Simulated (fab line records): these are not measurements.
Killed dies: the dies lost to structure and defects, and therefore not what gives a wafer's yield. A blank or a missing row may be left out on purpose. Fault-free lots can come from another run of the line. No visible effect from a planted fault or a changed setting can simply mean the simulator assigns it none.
Which tool was responsible? | flow n5Finfet | 24 lots with 72 wafers sampled at 5 steps, on a route of 1938 steps

## WHAT THE GAUGES READ, wafer by wafer
N5_BEOL_M5_CD_MEAS_28: target cd 30.6 nm, target cd y 20 nm.
lot  | measured     | on       | cdNm (nm)
L074 | day 8 11:58  | cdSem-03 | 30.16 30.33 30.54
L076 | day 8 14:44  | cdSem-03 | 30.59 30.87 30.73
L075 | day 8 22:14  | cdSem-03 | 30.82 30.46 30.49
L077 | day 9 03:13  | cdSem-01 | 30.69 30.51 30.90
L078 | day 9 05:47  | cdSem-03 | 30.75 30.93 30.67
L079 | day 9 16:50  | cdSem-02 | 30.91 30.59 30.57
L080 | day 9 20:16  | cdSem-01 | 30.54 30.12 30.32
L081 | day 10 07:27 | cdSem-03 | 30.36 30.76 30.06
L083 | day 10 10:26 | cdSem-01 | 30.54 30.74 30.76
L082 | day 10 16:16 | cdSem-02 | 30.03 30.64 30.76
L084 | day 10 19:46 | cdSem-01 | 30.57 30.77 30.42
L085 | day 11 13:17 | cdSem-01 | 30.86 30.89 30.43
L086 | day 11 15:20 | cdSem-01 | 31.02 30.60 30.69
L088 | day 11 15:30 | cdSem-03 | 30.56 30.66 30.44
L087 | day 11 19:07 | cdSem-02 | 30.75 30.82 30.10
L091 | day 11 23:08 | cdSem-01 | 30.10 30.36 30.33
L090 | day 12 03:30 | cdSem-01 | 31.02 30.61 30.07
L089 | day 12 06:15 | cdSem-01 | 30.79 30.60 30.95
L092 | day 12 21:45 | cdSem-03 | 30.97 30.88 30.92
L093 | day 13 03:51 | cdSem-01 | 30.40 31.06 30.49
L094 | day 13 07:07 | cdSem-03 | 30.33 30.74 30.56
L095 | day 13 09:39 | cdSem-03 | 30.48 30.43 30.50
L097 | day 14 02:54 | cdSem-03 | 30.84 30.94 30.78
L096 | day 14 03:05 | cdSem-01 | 30.48 31.01 30.98

N5_BEOL_M5_OVL_MEAS_29.
lot  | measured     | on         | V4_OVL (nm)
L074 | day 8 12:00  | overlay-02 | -0.1 -1.1 -0.6
L076 | day 8 14:46  | overlay-02 | -0.4 -0.8 -0.5
L075 | day 8 22:16  | overlay-01 | 0.3 0.4 -0.1
L077 | day 9 03:15  | overlay-01 | -0.4 0.5 -1.1
L078 | day 9 05:49  | overlay-02 | 0.3 -0.8 -0.4
L079 | day 9 16:52  | overlay-02 | -1.5 -0.4 -0.7
L080 | day 9 20:18  | overlay-02 | -0.2 0.9 0.1
L081 | day 10 07:29 | overlay-02 | -0.3 -0.3 0.2
L083 | day 10 10:28 | overlay-01 | 0.0 0.4 0.8
L082 | day 10 16:19 | overlay-02 | -0.8 0.2 0.0
L084 | day 10 19:48 | overlay-02 | -0.9 -0.3 -0.4
L085 | day 11 13:19 | overlay-01 | 0.9 0.3 0.8
L086 | day 11 15:22 | overlay-01 | -0.3 -1.7 0.4
L088 | day 11 15:32 | overlay-01 | 0.7 0.0 0.4
L087 | day 11 19:09 | overlay-01 | 0.2 -0.8 -1.6
L091 | day 11 23:10 | overlay-01 | -0.2 -0.1 0.6
L090 | day 12 03:32 | overlay-01 | 0.8 0.5 1.2
L089 | day 12 06:17 | overlay-02 | -1.5 -1.1 -1.0
L092 | day 12 21:47 | overlay-01 | 0.1 -0.5 -0.3
L093 | day 13 03:53 | overlay-02 | 0.3 1.1 0.0
L094 | day 13 07:09 | overlay-01 | -0.2 -0.6 -0.8
L095 | day 13 09:41 | overlay-01 | 1.4 1.4 0.1
L097 | day 14 02:56 | overlay-02 | -1.6 -0.5 -0.9
L096 | day 14 03:07 | overlay-01 | -1.4 -0.3 -1.1

## TOOL THAT RAN EACH LOT (tool first, then ch and the chambers of the sampled wafers, then the start)
lot  | N5_BEOL_M4_SPUTTER_90       | N5_BEOL_M5_DESCUM_16              | N5_BEOL_M5_HM_OPEN_17
L074 | pvdSputter-02, day 8 05:47  | rieDiel-04 ch 0,2, day 8 11:06    | rieMetal-03 ch 0,1, day 8 11:21
L076 | pvdSputter-03, day 8 09:11  | rieDiel-04 ch 1,2, day 8 13:59    | rieMetal-01 ch 0,1, day 8 14:14
L075 | pvdSputter-01, day 8 14:05  | rieDiel-01 ch 2,3, day 8 21:05    | rieMetal-01 ch 0,1, day 8 21:19
L077 | pvdSputter-03, day 8 19:49  | rieDiel-05 ch 0,2,3, day 9 01:07  | rieMetal-02 ch 0,1, day 9 01:21
L078 | pvdSputter-01, day 8 23:22  | rieDiel-04 ch 0,1,3, day 9 04:49  | rieMetal-02 ch 0, day 9 05:05
L079 | pvdSputter-03, day 9 08:05  | rieDiel-05 ch 1,3, day 9 14:34    | rieMetal-01 ch 0, day 9 14:49
L080 | pvdSputter-02, day 9 12:10  | rieDiel-05 ch 0,2,3, day 9 18:18  | rieMetal-01 ch 0,1, day 9 18:35
L081 | pvdSputter-01, day 10 01:56 | rieDiel-01 ch 2,3, day 10 06:12   | rieMetal-02 ch 0,1, day 10 06:27
L083 | pvdSputter-03, day 10 04:10 | rieDiel-04 ch 0,2,3, day 10 08:52 | rieMetal-02 ch 0,1, day 10 09:07
L082 | pvdSputter-03, day 10 10:11 | rieDiel-05 ch 0,1,3, day 10 15:20 | rieMetal-01 ch 1, day 10 15:37
L084 | pvdSputter-02, day 10 13:18 | rieDiel-04 ch 0,3, day 10 18:52   | rieMetal-03 ch 0,1, day 10 19:07
L085 | pvdSputter-03, day 11 05:07 | rieDiel-04 ch 0,1,2, day 11 10:49 | rieMetal-02 ch 0,1, day 11 11:04
L086 | pvdSputter-01, day 11 09:16 | rieDiel-01 ch 1,3, day 11 14:28   | rieMetal-01 ch 0,1, day 11 14:44
L088 | pvdSputter-02, day 11 09:37 | rieDiel-04 ch 0,1, day 11 14:33   | rieMetal-02 ch 0,1, day 11 14:48
L087 | pvdSputter-02, day 11 12:47 | rieDiel-05 ch 0,1, day 11 17:19   | rieMetal-03 ch 0,1, day 11 17:35
L091 | pvdSputter-01, day 11 14:47 | rieDiel-01 ch 0,3, day 11 20:00   | rieMetal-02 ch 0,1, day 11 20:15
L090 | pvdSputter-01, day 11 17:49 | rieDiel-04 ch 0,1,3, day 12 00:56 | rieMetal-02 ch 0,1, day 12 01:13
L089 | pvdSputter-03, day 11 22:47 | rieDiel-05 ch 0,2,3, day 12 03:54 | rieMetal-02 ch 0,1, day 12 04:08
L092 | pvdSputter-03, day 12 16:24 | rieDiel-01 ch 0,1,3, day 12 21:01 | rieMetal-01 ch 0,1, day 12 21:16
L093 | pvdSputter-02, day 12 18:28 | rieDiel-01 ch 0,1,2, day 13 00:11 | rieMetal-01 ch 0,1, day 13 00:26
L094 | pvdSputter-02, day 12 22:55 | rieDiel-01 ch 0,1,2, day 13 05:15 | rieMetal-01 ch 0,1, day 13 05:30
L095 | pvdSputter-02, day 13 03:38 | rieDiel-01 ch 1,2,3, day 13 08:47 | rieMetal-02 ch 0,1, day 13 09:02
L097 | pvdSputter-01, day 13 20:06 | rieDiel-04 ch 1,3, day 14 01:14   | rieMetal-01 ch 1, day 14 01:29
L096 | pvdSputter-03, day 13 20:13 | rieDiel-01 ch 2,3, day 14 01:16   | rieMetal-03 ch 0, day 14 01:32
- N5_BEOL_M4_SPUTTER_90: material Cu, target thk 4.5 nm, time 8.29 s.
- N5_BEOL_M5_DESCUM_16: chemistry O2, time 7 s.
- N5_BEOL_M5_HM_OPEN_17: chemistry Cl2/BCl3, target TiN, target depth 20 nm, overetch 6 nm.

## WHAT THE TOOLS THEMSELVES READ (means of the sampled wafers that have a number; where no wafer has one, the mark that the record gives instead)
N5_BEOL_M4_SPUTTER_90.
lot  | tool          | throttleValvePct (%)
L074 | pvdSputter-02 | 29.8
L076 | pvdSputter-03 | 29.3
L075 | pvdSputter-01 | 30.2
L077 | pvdSputter-03 | 29.7
L078 | pvdSputter-01 | 30.1
L079 | pvdSputter-03 | 30.1
L080 | pvdSputter-02 | 29.7
L081 | pvdSputter-01 | 30.6
L083 | pvdSputter-03 | 30.4
L082 | pvdSputter-03 | 29.7
L084 | pvdSputter-02 | 30.4
L085 | pvdSputter-03 | 29.8
L086 | pvdSputter-01 | 30.5
L088 | pvdSputter-02 | 29.9
L087 | pvdSputter-02 | 30.6
L091 | pvdSputter-01 | 29.9
L090 | pvdSputter-01 | 29.9
L089 | pvdSputter-03 | 30.5
L092 | pvdSputter-03 | 30.0
L093 | pvdSputter-02 | 30.6
L094 | pvdSputter-02 | 29.9
L095 | pvdSputter-02 | 30.1
L097 | pvdSputter-01 | 30.2
L096 | pvdSputter-03 | 30.5

N5_BEOL_M5_DESCUM_16.
lot  | tool       | chamberPressureMTorr (mTorr) | drypumpMotorCurrentA (A) | oesProductAu (a.u.) | rfFwdPowerW (W) | rfVppV (V) | showerheadPlenumPTorr (Torr) | throttleValvePct (%)
L074 | rieDiel-04 | 20.004                       | 5.3                      | 0.81                | 49.66           | 242.8      | 2.14                         | 20.23
L076 | rieDiel-04 | 20.002                       | 5.8                      | 0.87                | 49.09           | 246.1      | 2.22                         | 20.33
L075 | rieDiel-01 | 20.011                       | 5.7                      | 0.79                | 49.05           | 243.2      | 2.07                         | 20.39
L077 | rieDiel-05 | 19.971                       | 5.8                      | 0.82                | 49.41           | 243.3      | 2.13                         | 20.48
L078 | rieDiel-04 | 20.006                       | 5.6                      | 0.86                | 49.40           | 244.7      | 2.18                         | 20.39
L079 | rieDiel-05 | 20.018                       | 6.2                      | 0.74                | 49.54           | 243.5      | 2.10                         | 20.42
L080 | rieDiel-05 | 20.001                       | 5.8                      | 0.81                | 49.41           | 244.3      | 2.13                         | 20.49
L081 | rieDiel-01 | 20.001                       | 5.5                      | 0.79                | 49.22           | 242.8      | 2.05                         | 20.52
L083 | rieDiel-04 | 20.017                       | 5.5                      | 0.85                | 49.55           | 244.5      | 2.18                         | 20.26
L082 | rieDiel-05 | 20.012                       | 6.1                      | 0.80                | 49.49           | 243.9      | 2.10                         | 20.47
L084 | rieDiel-04 | 19.991                       | 5.5                      | 0.86                | 49.38           | 244.5      | 2.19                         | 20.37
L085 | rieDiel-04 | 20.005                       | 5.5                      | 0.82                | 49.38           | 244.8      | 2.17                         | 20.31
L086 | rieDiel-01 | 20.000                       | 6.2                      | 0.80                | 49.40           | 242.7      | 2.04                         | 20.19
L088 | rieDiel-04 | 20.008                       | 5.7                      | 0.80                | 49.43           | 244.4      | 2.17                         | 20.46
L087 | rieDiel-05 | 20.012                       | 6.0                      | 0.81                | 49.50           | 243.3      | 2.06                         | 20.53
L091 | rieDiel-01 | 19.991                       | 6.0                      | 0.74                | 49.25           | 243.0      | 2.11                         | 20.37
L090 | rieDiel-04 | 20.004                       | 5.6                      | 0.81                | 49.40           | 244.0      | 2.18                         | 20.42
L089 | rieDiel-05 | 20.008                       | 5.8                      | 0.79                | 49.39           | 244.5      | 2.13                         | 20.51
L092 | rieDiel-01 | 19.997                       | 6.1                      | 0.75                | 49.36           | 243.6      | 2.08                         | 20.31
L093 | rieDiel-01 | 19.997                       | 5.9                      | 0.76                | 49.43           | 242.3      | 2.06                         | 20.41
L094 | rieDiel-01 | 20.005                       | 5.8                      | 0.76                | 49.34           | 242.5      | 2.06                         | 20.41
L095 | rieDiel-01 | 20.014                       | 5.8                      | 0.77                | 49.44           | 241.9      | 2.04                         | 20.37
L097 | rieDiel-04 | 20.024                       | 5.8                      | 0.83                | 49.20           | 245.1      | 2.21                         | 20.49
L096 | rieDiel-01 | 20.000                       | 5.7                      | 0.74                | 49.38           | 242.4      | 2.06                         | 20.45

N5_BEOL_M5_HM_OPEN_17.
lot  | tool        | chamberPressureMTorr (mTorr) | drypumpMotorCurrentA (A) | oesProductAu (a.u.) | rfFwdPowerW (W) | throttleValvePct (%)
L074 | rieMetal-03 | 10.003                       | 5.6                      | 0.56                | 994             | 22.1
L076 | rieMetal-01 | 10.004                       | 5.9                      | 0.70                | 992             | 22.3
L075 | rieMetal-01 | 9.992                        | 5.9                      | 0.70                | 992             | 22.3
L077 | rieMetal-02 | 9.991                        | 5.8                      | 0.69                | 992             | 21.8
L078 | rieMetal-02 | 9.996                        | 5.9                      | 0.78                | 996             | 21.4
L079 | rieMetal-01 | 9.995                        | 6.5                      | 0.51                | 997             | 22.3
L080 | rieMetal-01 | 9.997                        | 6.2                      | 0.60                | 994             | 22.3
L081 | rieMetal-02 | 10.000                       | 5.6                      | 0.80                | 991             | 21.8
L083 | rieMetal-02 | 10.001                       | 5.8                      | 0.78                | 996             | 21.7
L082 | rieMetal-01 | 9.999                        | 5.6                      | 0.77                | 994             | 22.4
L084 | rieMetal-03 | 9.998                        | 5.6                      | 0.56                | 993             | 22.2
L085 | rieMetal-02 | 9.998                        | 5.6                      | 0.79                | 992             | 21.8
L086 | rieMetal-01 | 10.001                       | 6.2                      | 0.78                | 992             | 22.1
L088 | rieMetal-02 | 10.004                       | 5.6                      | 0.79                | 995             | 21.8
L087 | rieMetal-03 | 9.990                        | 5.6                      | 0.55                | 991             | 22.2
L091 | rieMetal-02 | 10.008                       | 5.6                      | 0.78                | 993             | 21.8
L090 | rieMetal-02 | 10.005                       | 5.6                      | 0.79                | 990             | 21.8
L089 | rieMetal-02 | 10.002                       | 5.6                      | 0.78                | 993             | 21.8
L092 | rieMetal-01 | 10.001                       | 5.9                      | 0.76                | 987             | 22.2
L093 | rieMetal-01 | 10.013                       | 6.2                      | 0.76                | 997             | 22.1
L094 | rieMetal-01 | 10.009                       | 6.2                      | 0.76                | 995             | 22.1
L095 | rieMetal-02 | 9.995                        | 5.6                      | 0.77                | 995             | 21.8
L097 | rieMetal-01 | 10.000                       | 5.5                      | 0.73                | 991             | 22.5
L096 | rieMetal-03 | 10.001                       | 5.6                      | 0.54                | 995             | 22.1

## THE ANSWER, worked out from the rows above alone
Rule: what is usual is taken from the lots themselves. Put in order of their means at a reading, lots are off if they are a third of the lots or fewer, leave a main group of 4 or more, and stand apart from it by a gap of 3 or more times the standard deviation of the main group's means; of several such gaps the widest counts. A main group is skipped when, at the precision printed for the reading in the tables above, its means are all equal. Also off: a lot with no number at a reading for which 4 or more lots have one. The other lots that the step has rows for count as sound. Order of review: gauges by route order, followed by the tools' own readings, for which a lot's mean as printed above is used. At the first step where some lot is off, the reading lying furthest off is the one used; lots without a number count as furthest.
No lot is off on any of the readings shown, so nothing can be concluded from this.

## WHAT THE SIMULATOR PUT IN
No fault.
